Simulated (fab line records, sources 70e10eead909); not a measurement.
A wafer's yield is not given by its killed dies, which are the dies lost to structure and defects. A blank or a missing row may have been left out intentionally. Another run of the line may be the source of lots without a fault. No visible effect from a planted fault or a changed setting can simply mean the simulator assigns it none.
A struck lot beside a sound one :: flow nand-harc :: 15 steps out of a route of 1302
Sound: the wafers L507.1, L507.2, L507.4. Struck: wafer L505.4. (L505.3, L505.5 of the same lot were not struck and are left out.) The cause comes at the end.
Order at every step that has rows: each side's tool, ch and its chambers, its first start. Under that, the readings that differ: sound wafers :: struck wafers :: difference of the means :: sigmas: that difference in standard deviations of wafers without a fault.
alike: a reading whose means differ by less than 2 such deviations, as well as words and numbers matching on both sides. not compared: withheld readings; readings where some wafer has no value; bounds like >300 that might hide an equal value; numbers whose values overlap and for which the record gives no deviation.
Wherever a step has rows on one side only, a row that says differs or no value, or a row with sigmas, the two part there. Non-overlapping numbers with no deviation appear without sigmas and do not part them. A reading missing from all wafers of one side parts the sides only when that side holds two or more wafers.

NHARC_A_ONON_D2_THK_MEAS_14: measures by ellipsometry.
  struck on film-metro-01, day 16 22:04; sound on film-metro-01, day 18 14:00
  alike: thk-nm
then, 2 steps without rows for these wafers: NHARC_A_ONON_D2_ANNEAL_15 (time 3600 s); NHARC_A_ONON_D2_DEP_16 (target thk 1000 nm).
NHARC_A_ONON_D2_THK_MEAS_18: measures by ellipsometry.
  struck on film-metro-02, day 17 05:41; sound on film-metro-01, day 18 21:46
  alike: thk-nm
then, no rows for these wafers at 1 step: NHARC_A_ONON_D2_DEP_19 (target thk 1000 nm).
NHARC_A_ONON_D2_THK_MEAS_21: measures by ellipsometry.
  struck on film-metro-01, day 17 06:14; sound on film-metro-01, day 18 22:20
  alike: thk-nm
then, no rows for these wafers at 1 step: NHARC_A_ONON_D2_DEP_22 (target thk 1000 nm).
NHARC_A_ONON_D2_THK_MEAS_24: measures by ellipsometry.
  struck on film-metro-01, day 17 06:48; sound on film-metro-02, day 18 22:54
  alike: thk-nm
then, no rows for these wafers at 1 step: NHARC_A_ONON_D2_DEP_25 (target thk 1000 nm).
NHARC_A_ONON_D2_THK_MEAS_27: measures by ellipsometry.
  struck on film-metro-02, day 17 07:22; sound on film-metro-01, day 18 23:28
  alike: thk-nm
then, no rows for these wafers at 1 step: NHARC_A_ONON_D2_DEP_28 (target thk 1000 nm).
NHARC_A_ONON_D2_THK_MEAS_30: measures by ellipsometry.
  struck on film-metro-02, day 17 07:56; sound on film-metro-02, day 19 00:02
  alike: thk-nm
NHARC_A_ONON_D2_DEP_33: deposits SiO2, target thk 200 nm.
  sound on pecvd-02 ch 0,1,2, day 19 00:10; struck on pecvd-04 ch 0, day 17 07:59
reading: rf-fwd-power-W (W)
sound: 898.8 893.4 896.6
struck: 1258.5
difference: +362.2
sigmas: +99 or more

reading: showerhead-vpp-V (V)
sound: 1735 1959 1835
struck: 2182
difference: +339
sigmas: +4
  alike: heater-power-w, throttle-valve-pct
NHARC_A_ONON_D2_THK_MEAS_34: measures by ellipsometry.
  struck on film-metro-01, day 17 08:25; sound on film-metro-01, day 19 00:34
reading: thk-nm (nm)
sound: 203 200 206
struck: 222
difference: +19
sigmas: +6
NHARC_END_SORT_01:
  the record has rows for the sound wafers here (prober-01 ch 0, day 30 03:21) and none for the struck ones

WHERE THEY PART
Earliest at NHARC_A_ONON_D2_DEP_33; latest, in this record, at NHARC_END_SORT_01.

WHY: whatever the simulator had introduced
pecvd-04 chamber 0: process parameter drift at NHARC_A_ONON_D2_DEP_33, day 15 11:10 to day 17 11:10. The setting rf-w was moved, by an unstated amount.
